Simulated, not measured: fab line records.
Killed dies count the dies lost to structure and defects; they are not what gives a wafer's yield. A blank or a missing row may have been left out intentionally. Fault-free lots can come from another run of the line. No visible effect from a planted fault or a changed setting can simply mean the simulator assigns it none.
Problem report in the 8D (eight disciplines) form, filled by code :: flow nandHarc :: the parts of the form that need people (team, actions taken, sign-off) are left out

== 1. THE ISSUE ==
Mean of thkNm at NHARC_A_ONON_D1_THK_MEAS_30: 1750 nm across 6 wafers in 2 lots; on wafers with no fault it is 1001 nm (standard deviation 11). Relative to the usual mean, that is a shift of +68 standard deviations.
The step: measures by ellipsometry.
Seen first at day 17 02:50 on filmMetro-01, wafer L648.1. At this step, 42 wafers from 14 lots have a number in the record. The rule behind "out" and "out of limits": a value lying over 4 standard deviations away from the usual mean. The rest of the wafers with a number are treated as sound.

== 2. WHAT IT IS; WHAT IT IS NOT ==
question: which readings at this step
is: thkNm
is not: -

question: which lots
is: L648, L649
is not: L627, L628, L629, L630, L631, L634, L635, L636, L639, L641, L642, L643

question: which wafers of those lots
is: all that have a number
is not: -

question: read on which gauges
is: filmMetro-01, filmMetro-02
is not: -

question: when
is: from day 17 02:50
is not: up to then (36 sound wafers)

== 3. WHAT RULES OUT EACH SUSPECT ==
Counting: a tool at any process step up to the reading remains a suspect when it ran all the lots that are out and ran no sound lot after the first of those.
- the gauge at NHARC_A_ONON_D1_THK_MEAS_30 has been ruled out. Those wafers that are out were read across 2 gauges (filmMetro-01, filmMetro-02).
- pecvdOnon-04 at NHARC_A_ONON_D1_DEP_28 (target thk 1000 nm): kept. It processed each lot that is out, first L648 at day 17 02:17, and no sound lot thereafter; up to then, the last sound lot it processed was L642 at day 15 04:40.
Left after counting: pecvdOnon-04 at NHARC_A_ONON_D1_DEP_28.

== 4. THE CAUSE (what the simulator had put in) ==
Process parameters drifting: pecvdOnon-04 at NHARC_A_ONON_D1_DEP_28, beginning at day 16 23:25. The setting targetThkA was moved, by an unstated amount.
Counting left only this tool.

== 5. THE EFFECT CHAIN, in route order ==
Each row: a reading whose mean over the struck wafers that have a number lies more than 3 standard deviations from the usual. Scope: only readings with a usual standard deviation given in the record; hours: median across lots of the time from each lot's start at the first step in this table that gives one to its start at this step; sigmas: change in usual standard deviations.
hours: 0
step: NHARC_A_ONON_D1_THK_MEAS_30
reading: thkNm
usual: 1001 nm
on struck wafers: 1750
change: +749
sigmas: +68

hours: 399
step: NHARC_END_SORT_01
reading: killedAtArray
usual: 65
on struck wafers: 674
change: +610
sigmas: +32

hours: 399
step: NHARC_END_SORT_01
reading: killedDies
usual: 69
on struck wafers: 677
change: +608
sigmas: +32
Later steps that measure or inspect, where all struck wafers having a row at the step show a number for every such reading and not one has moved that far: NHARC_A_ONON_D1_INSPECT_32.

== 6. WHAT WOULD HAVE CAUGHT IT SOONER ==
Counted from the fault's start at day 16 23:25, it took 3 hours until the first out-of-limits reading at a measuring or inspecting step in this record, taken at day 17 02:50.
Lots out: 2; of these, L649 started NHARC_A_ONON_D1_DEP_28 on pecvdOnon-04 after day 17 02:50. Putting the tool on hold at that point would have spared it.
